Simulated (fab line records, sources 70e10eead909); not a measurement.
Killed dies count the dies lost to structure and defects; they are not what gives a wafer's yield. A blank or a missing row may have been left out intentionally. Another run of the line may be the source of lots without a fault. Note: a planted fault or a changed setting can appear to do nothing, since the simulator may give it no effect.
fab line records	flow nand_harc
[record] lots = 11	wafers = 33	last_day = 33
route steps=1302 shown A_STAIRCASE@719 END@1302
lots untouched by any fault: they come from a run of this same line in which no faults occurred
start_h: hours from the record's opening day to when the first of the lot's shown wafers began	wait_h: hours from the lot's prior step to this one	" as in the row above	L1.1+2: one row covering several wafers at once	- no value, or no start given	* or withheld: withheld	< > ~ a bound
route shown NAME@n: NAME is a module with steps in the file, n the number in the route of the first one	usual: mean/standard deviation of fault-free wafers	same: alike in all rows	chamber/n: place in a boat	sites: readings site by site	_std_site: standard deviation across them	_edge_site: mean of outer sites minus mean of inner sites	radius_mm: how far each site lies from the wafer's centre	mask NAME#n: copy n	behind: the last tool/chamber to shape the wafer	hold: why the lot went on hold/how many hours it stayed there/how the hold came to an end	device: which transistor (n, p or np) failed to switch	end of line: tests run on the same wafers once the route is complete	step lacking rows: just its recipe	killed: at the first sort, the dies lost to defects and structure; wafer yield is something else	map: dies across one wafer; x = killed, . = not, _ = none there
set.NAME: the setting the step ran with; set.NAME@STEP: the setting that earlier step ran with	model.NAME: the simulator's own value behind a step, which no gauge read
a sample of lots followed through the steps of the route, with each step as a table and each wafer as a row
services: when a tool's chamber went out of use (start_h, in hours from the record's first day, below 0 if earlier), for how many hours, and the reason
[[steps]]
[step NHARC_A_STAIRCASE_STRIP_205]
[recipe] power_w = 1500	temp_c = 250	chemistry = O2
[usual] drypump_motor_current_A = 5.62/0.13	heater_power_w = 361/35
lot.wafer	tool	chamber	start_h	wait_h	drypump_motor_current_A	heater_power_w	rf_hours_counter_h
L577.1	plasma_asher-02	1	359.94	0.1	5.67	400	21
L577.3	"	1	"	"	5.64	404	-
L577.4	"	0	"	"	5.80	362	-
L580.1	plasma_asher-02	0	378.92	0.1	5.79	369	25
L580.2	"	1	"	"	5.64	411	25
L580.5	"	1	"	"	5.67	399	-
L586.2	plasma_asher-02	1	456.61	0.1	5.64	406	4
L586.4	"	1	"	"	5.62	406	-
L586.5	"	1	"	"	5.63	394	-
L585.1	plasma_asher-02	1	463.92	0.1	5.66	417	6
L585.4	"	1	"	"	5.69	408	-
L585.5	"	1	"	"	5.66	405	-
L587.1	plasma_asher-01	1	470.35	0.1	5.57	320	24
L587.4	"	0	"	"	5.41	325	-
L587.3	"	1	"	"	5.56	328	-
L594.2	plasma_asher-02	1	527.85	0.9	5.63	410	22
L594.5	"	1	"	"	5.65	416	-
L594.6	"	0	"	"	5.80	380	-
L595.3	plasma_asher-01	0	550.40	0.2	5.43	316	-
L595.6	"	1	"	"	5.56	336	-
L595.5	"	0	"	"	5.43	325	-
L597.1	plasma_asher-01	1	575.44	0.1	5.55	328	7
L597.2	"	0	"	"	5.43	323	7
L597.3	"	0	"	"	5.43	316	-
L599.2	plasma_asher-01	0	575.73	0.2	5.42	312	7
L599.4	"	0	"	"	5.42	316	-
L599.5	"	0	"	"	5.42	313	-
L596.1	plasma_asher-01	1	578.93	0.1	5.58	332	7
L596.2	"	0	"	"	5.43	317	7
L596.3	"	1	"	"	5.58	334	-
L600.1	plasma_asher-01	0	588.64	0.1	5.43	315	9
L600.5	"	0	"	"	5.44	318	-
L600.6	"	1	"	"	5.54	334	-
[step NHARC_A_STAIRCASE_TRIM_226]
[recipe] time_s = 211.2	o2_flow_sccm = 500	ar_flow_sccm = 0	bias_w = 0	chemistry = O2
[usual] drypump_motor_current_A = 5.6/0.52	oes_product_au = 1.000/0.0081	rf_vpp_V = 57.8/0.77	run_length_s = 232.3/0.45	showerhead_plenum_p_Torr = 3.51/0.12	throttle_valve_pct = 17.036/0.0095
lot.wafer	tool	chamber	start_h	wait_h	drypump_motor_current_A	oes_product_au	rf_hours_counter_h	rf_vpp_V	run_length_s	showerhead_plenum_p_Torr	throttle_valve_pct
L577.4	rie_diel-01	2	362.23	-	5.1	0.980	44	57.5	232.5	3.56	17.037
L577.3	"	3	"	"	5.1	0.996	46	58.0	232.1	3.68	17.032
L577.1	"	1	"	"	5.1	0.995	47	57.2	232.0	3.27	17.051
L580.1	rie_diel-04	0	381.36	-	5.5	1.001	4	57.3	232.4	3.45	17.020
L580.2	"	2	"	"	5.3	1.001	3	57.8	232.9	3.39	17.031
L580.5	"	2	"	"	5.3	1.000	-	57.5	232.7	3.39	17.041
L586.2	rie_diel-07	2	458.76	-	6.7	1.017	48	57.3	232.6	3.58	17.043
L586.4	"	1	"	"	5.7	1.005	42	57.1	231.6	3.53	17.026
L586.5	"	2	"	"	6.7	1.008	-	57.4	232.3	3.58	17.031
L585.4	rie_diel-01	2	466.25	-	5.1	1.001	24	57.8	232.8	3.54	17.041
L585.1	"	3	"	"	5.1	0.991	30	58.7	231.9	3.66	17.028
L585.5	"	1	"	"	5.1	0.993	-	58.9	231.5	3.79	17.039
L587.3	rie_diel-01	3	472.63	-	5.1	1.002	32	58.8	231.8	3.66	17.053
L587.4	"	0	"	"	5.7	0.996	32	57.0	232.3	3.41	17.027
L587.1	"	1	"	"	5.1	0.998	25	58.6	231.5	3.79	17.041
L594.2	rie_diel-04	0	532.93	-	5.5	0.999	47	56.3	232.9	3.42	17.034
L594.6	"	3	"	"	6.2	1.007	-	58.1	232.0	3.31	17.036
L594.5	"	0	"	"	5.5	1.002	-	57.5	232.9	3.42	17.053
L595.3	rie_diel-01	2	552.65	-	5.1	0.993	55	58.4	208.6	3.52	17.042
L595.5	"	2	"	"	5.1	0.993	-	57.6	232.2	3.52	17.035
L595.6	"	3	"	"	5.1	0.999	-	58.1	208.1	3.64	17.023
L597.2	rie_diel-07	2	577.75	-	6.7	1.015	30	57.8	232.3	3.56	17.020
L597.1	"	3	"	"	5.4	1.006	37	58.1	233.1	3.56	17.054
L597.3	"	0	"	"	6.3	1.006	38	57.3	232.9	3.41	17.033
L599.4	rie_diel-04	3	578.10	-	6.2	0.999	5	58.0	232.0	3.31	17.032
L599.2	"	0	"	"	5.5	1.001	6	57.5	232.6	3.42	17.038
L599.5	"	0	"	"	5.6	1.010	-	58.9	232.5	3.42	17.011
L596.1	rie_diel-01	1	581.32	-	5.1	0.992	5	58.7	232.0	3.78	17.035
L596.2	"	2	"	"	5.1	0.987	5	58.3	208.9	3.52	17.027
L596.3	"	3	"	"	5.1	0.999	7	56.8	207.9	3.63	17.030
L600.1	rie_diel-07	1	591.24	-	5.7	0.994	34	57.5	231.7	3.51	17.031
L600.5	"	1	"	"	5.7	0.998	-	57.4	232.1	3.51	17.045
L600.6	"	2	"	"	6.7	1.018	-	57.9	232.3	3.55	17.032
[step NHARC_A_STAIRCASE_TRIM_229]
[recipe] time_s = 211.2	o2_flow_sccm = 500	ar_flow_sccm = 0	bias_w = 0	chemistry = O2
[usual] drypump_motor_current_A = 5.7/0.47	oes_product_au = 1.002/0.0078	rf_vpp_V = 57.8/0.96	run_length_s = 232.4/0.42	showerhead_plenum_p_Torr = 3.49/0.12	throttle_valve_pct = 17.036/0.0096
lot.wafer	tool	chamber	start_h	wait_h	drypump_motor_current_A	oes_product_au	rf_hours_counter_h	rf_vpp_V	run_length_s	showerhead_plenum_p_Torr	throttle_valve_pct
L577.3	rie_diel-07	0	362.59	0.1	6.3	1.007	22	58.5	233.0	3.45	17.038
L577.1	"	1	"	"	5.7	0.989	19	57.4	232.1	3.55	17.049
L577.4	"	2	"	"	6.7	1.017	23	58.3	232.2	3.59	17.029
L580.2	rie_diel-04	0	381.71	0.1	5.5	1.012	4	57.4	232.6	3.45	17.027
L580.1	"	3	"	"	6.2	0.993	4	56.7	232.0	3.34	17.022
L580.5	"	0	"	"	5.6	0.996	-	58.1	232.6	3.45	17.034
L586.2	rie_diel-01	0	459.09	0.1	5.7	0.987	28	58.1	232.8	3.41	17.058
L586.4	"	1	"	"	5.1	0.993	21	57.8	231.6	3.80	17.034
L586.5	"	0	"	"	5.7	0.992	-	56.0	232.5	3.41	17.043
L585.4	rie_diel-04	3	466.58	0.1	6.2	0.998	30	56.2	231.9	3.32	17.035
L585.1	"	2	"	"	5.3	1.007	33	58.4	232.7	3.38	17.050
L585.5	"	0	"	"	5.5	1.005	-	56.8	232.7	3.43	17.035
L587.3	rie_diel-01	2	472.96	0.1	5.1	1.005	26	58.9	232.5	3.54	17.032
L587.1	"	3	"	"	5.1	1.004	32	57.8	231.7	3.66	17.034
L587.4	"	0	"	"	5.7	0.996	32	56.9	232.9	3.41	17.035
L594.2	rie_diel-07	3	533.32	0.1	5.3	1.001	19	59.2	232.5	3.57	17.037
L594.6	"	0	"	"	6.3	1.001	-	58.2	233.0	3.42	17.048
L594.5	"	1	"	"	5.7	1.004	-	57.7	231.8	3.52	17.037
L595.3	rie_diel-04	1	553.01	0.1	5.7	0.997	2	58.0	232.3	3.50	17.041
L595.6	"	0	"	"	5.5	1.002	-	58.8	232.4	3.42	17.048
L595.5	"	1	"	"	5.7	1.000	-	57.0	233.1	3.50	17.033
L597.3	rie_diel-07	0	578.08	0.1	6.3	0.998	38	57.9	232.6	3.41	17.021
L597.2	"	1	"	"	5.7	1.000	31	57.6	231.8	3.51	17.041
L597.1	"	2	"	"	6.6	1.005	30	59.6	232.6	3.56	17.037
L599.2	rie_diel-04	3	578.45	0.1	6.2	1.012	6	57.7	231.8	3.31	17.025
L599.4	"	0	"	"	5.5	1.008	6	59.0	232.4	3.42	17.031
L599.5	"	2	"	"	5.3	0.993	-	57.4	232.7	3.36	17.011
L596.2	rie_diel-01	3	581.66	0.1	5.2	1.001	7	56.9	231.9	3.63	17.014
L596.1	"	0	"	"	5.7	0.993	7	57.6	232.4	3.39	17.029
L596.3	"	1	"	"	5.1	0.996	5	58.7	231.9	3.78	17.043
L600.1	rie_diel-04	3	591.61	0.1	6.2	1.004	10	56.8	232.0	3.30	17.018
L600.5	"	3	"	"	6.2	1.000	-	57.6	232.1	3.30	17.044
L600.6	"	0	"	"	5.5	1.010	-	57.7	232.7	3.42	17.026
[step NHARC_A_STAIRCASE_TRIM_231]
[recipe] time_s = 211.2	o2_flow_sccm = 500	ar_flow_sccm = 0	bias_w = 0	chemistry = O2
[usual] drypump_motor_current_A = 5.7/0.48	oes_product_au = 1.001/0.0075	rf_vpp_V = 57.7/0.88	run_length_s = 232.4/0.46	showerhead_plenum_p_Torr = 3.49/0.12	throttle_valve_pct = 17.035/0.0091
lot.wafer	tool	chamber	start_h	wait_h	drypump_motor_current_A	oes_product_au	rf_hours_counter_h	rf_vpp_V	run_length_s	showerhead_plenum_p_Torr	throttle_valve_pct
L577.4	rie_diel-07	0	-	-	6.3	1.009	22	57.3	232.7	3.45	17.040
L577.1	"	1	"	"	5.7	1.005	19	59.3	231.6	3.55	17.027
L577.3	"	2	"	"	6.7	1.012	23	57.2	232.6	3.59	17.032
L580.1	rie_diel-04	2	-	-	5.3	1.009	4	58.2	232.9	3.39	17.038
L580.2	"	0	"	"	5.6	0.998	4	57.0	232.5	3.45	17.038
L580.5	"	0	"	"	5.5	1.003	-	57.5	232.4	3.45	17.030
L586.4	rie_diel-01	0	-	-	5.7	0.989	28	59.2	233.1	3.41	17.044
L586.2	"	2	"	"	5.1	0.993	22	56.5	232.2	3.54	17.022
L586.5	"	3	"	"	5.1	0.990	-	58.0	231.8	3.66	17.043
L585.1	rie_diel-04	1	-	-	5.7	1.006	31	58.5	232.5	3.51	17.023
L585.4	"	2	"	"	5.3	1.014	33	57.2	233.1	3.38	17.033
L585.5	"	2	"	"	5.3	1.017	-	57.8	233.1	3.38	17.039
L587.4	rie_diel-01	1	-	-	5.1	0.999	25	59.7	232.1	3.79	17.030
L587.3	"	2	"	"	5.1	1.014	26	57.4	232.2	3.54	17.030
L587.1	"	3	"	"	5.1	1.001	32	57.6	231.7	3.66	17.016
L594.2	rie_diel-07	2	-	-	6.7	1.015	14	58.5	232.5	3.56	17.045
L594.5	"	1	"	"	5.7	1.012	-	57.5	232.2	3.52	17.034
L594.6	"	2	"	"	6.7	1.008	-	57.7	232.6	3.57	17.038
L595.3	rie_diel-04	0	-	-	5.5	1.004	2	58.0	232.6	3.42	17.026
L595.5	"	0	"	"	5.5	1.001	-	57.0	232.6	3.42	17.044
L595.6	"	1	"	"	5.7	1.010	-	57.7	232.3	3.50	17.027
L597.1	rie_diel-07	2	-	-	6.7	1.021	30	57.2	232.4	3.56	17.037
L597.3	"	3	"	"	5.4	1.012	38	59.0	232.5	3.56	17.036
L597.2	"	1	"	"	5.7	1.006	31	58.2	231.7	3.51	17.038
L599.4	rie_diel-04	3	-	-	6.2	1.002	6	56.7	232.2	3.31	17.027
L599.2	"	0	"	"	5.5	1.009	6	57.2	232.8	3.42	17.020
L599.5	"	3	"	"	6.2	0.998	-	57.8	232.0	3.31	17.028
L596.3	rie_diel-01	0	-	-	5.7	0.995	7	58.2	232.4	3.39	17.035
L596.1	"	2	"	"	5.1	0.994	5	58.5	232.3	3.52	17.036
L596.2	"	3	"	"	5.1	0.998	7	57.4	231.8	3.63	17.039
L600.1	rie_diel-04	0	-	-	5.5	1.009	11	57.0	232.5	3.42	17.036
L600.5	"	0	"	"	5.5	1.007	-	57.3	232.4	3.42	17.031
L600.6	"	1	"	"	5.7	1.008	-	58.0	232.6	3.49	17.049
[step NHARC_END_SORT_01]
[recipe] temp_c = 25
[usual] killed_at_array = 50/17	killed_at_other = 0.7/1	killed_at_periphery = 3.4/2.4	killed_dies = 54/17	killed_open = 3.3/1.7	killed_short = 2.5/1.6
[same] gross_dies = 677
lot.wafer	tool	chamber	start_h	wait_h	killed_at_array	killed_at_other	killed_at_periphery	killed_dies	killed_open	killed_short
L577.1	prober-02	0	567.07	2.5	51	0	1	52	4	1
L577.3	prober-02	0	568.63	3.1	86	0	2	88	5	4
L577.4	prober-02	0	569.42	3.4	83	0	2	85	3	0
// killed by level:class
L577.1 A_SLIT:chamber_film_flake=19 A_CHANNEL_HOLE_D2:chamber_film_flake=15 A_CHANNEL_HOLE_D1:chamber_film_flake=6 A_CONTACT:chamber_film_flake=3 A_M0:geometric_particle:open=2 P_CONTACT:geometric_particle:open=1 A_ONON_D1:geometric_particle:short=1 A_CHANNEL_FILL_D1:geometric_particle:open=1
L577.3 A_CHANNEL_HOLE_D1:chamber_film_flake=35 A_CHANNEL_HOLE_D2:chamber_film_flake=18 A_SLIT:chamber_film_flake=17 A_CONTACT:chamber_film_flake=4 A_STAIRCASE:chamber_film_flake=3 P_GATE:geometric_particle:short=1 P_CONTACT:geometric_particle:open=1 A_SOURCE_PLATE:geometric_particle:open=1
L577.4 A_CHANNEL_HOLE_D2:chamber_film_flake=35 A_SLIT:chamber_film_flake=17 A_CHANNEL_HOLE_D1:chamber_film_flake=15 A_STAIRCASE:chamber_film_flake=6 A_CONTACT:chamber_film_flake=3 A_DECK1_JOINT:chamber_film_flake=2 P_M0:geometric_particle:open=1 A_ONON_D1:geometric_particle:open=1
[[services]]
tool	chamber	start_h	hours	kind
rie_diel-04	0	338.76	-	clean
rie_diel-04	1	338.76	-	clean
plasma_asher-02	-	340.77	1.2	repair
rie_diel-04	-	357.29	9.0	pm
rie_diel-01	2	357.92	4.0	repair
rie_diel-04	1	377.71	4.7	repair
rie_diel-01	-	381.75	9.0	pm
rie_diel-07	1	405.40	4.9	repair
rie_diel-01	3	406.68	5.1	repair
plasma_asher-02	-	426.47	9.0	pm
rie_diel-04	2	439.61	1.2	repair
rie_diel-07	-	472.81	9.0	pm
rie_diel-01	1	474.69	16.8	repair
rie_diel-01	0	491.18	4.9	repair
plasma_asher-01	-	494.12	1.4	repair
rie_diel-01	2	514.02	7.7	repair
plasma_asher-01	-	519.56	9.0	pm
rie_diel-04	0	520.71	8.1	repair
rie_diel-04	-	534.29	9.0	pm
rie_diel-01	-	560.44	9.0	pm
rie_diel-04	0	563.20	2.9	repair
plasma_asher-01	-	576.84	1.6	repair
plasma_asher-01	-	580.66	3.7	repair
rie_diel-04	2	588.21	18.9	repair
[[key]]
[first_sign] step = NHARC_A_STAIRCASE_TRIM_226	reading = run_length_s	direction = down	sigmas = 54	usual = *	struck = *
effect none on later readings
met_at NHARC_A_STAIRCASE_TRIM_226
struck_lots L595,L596
struck_wafers L595.3,L595.6,L596.2,L596.3
tester_left_out L595,L596
not_acting_at NHARC_A_STAIRCASE_STRIP_205,NHARC_A_STAIRCASE_TRIM_229,NHARC_A_STAIRCASE_TRIM_231
onset_between 472.63 552.65
[fault] kind = process_parameter_drift	tool = rie_diel-01	chamber = -	onset_h = 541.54	steps = NHARC_A_STAIRCASE_TRIM_226	channel = time_s	offset = *	shape = step	end_h = 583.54	scope = struck_wafers_only	acts_in = *	stated = *
// tester_left_out: of these lots the tester's yield and bins aren't shown, on N5 and GAA mostly nor the transistor test; their killed dies are dies lost to structure and defects alone, not to doping, threshold or leakage, so they don't give the yield
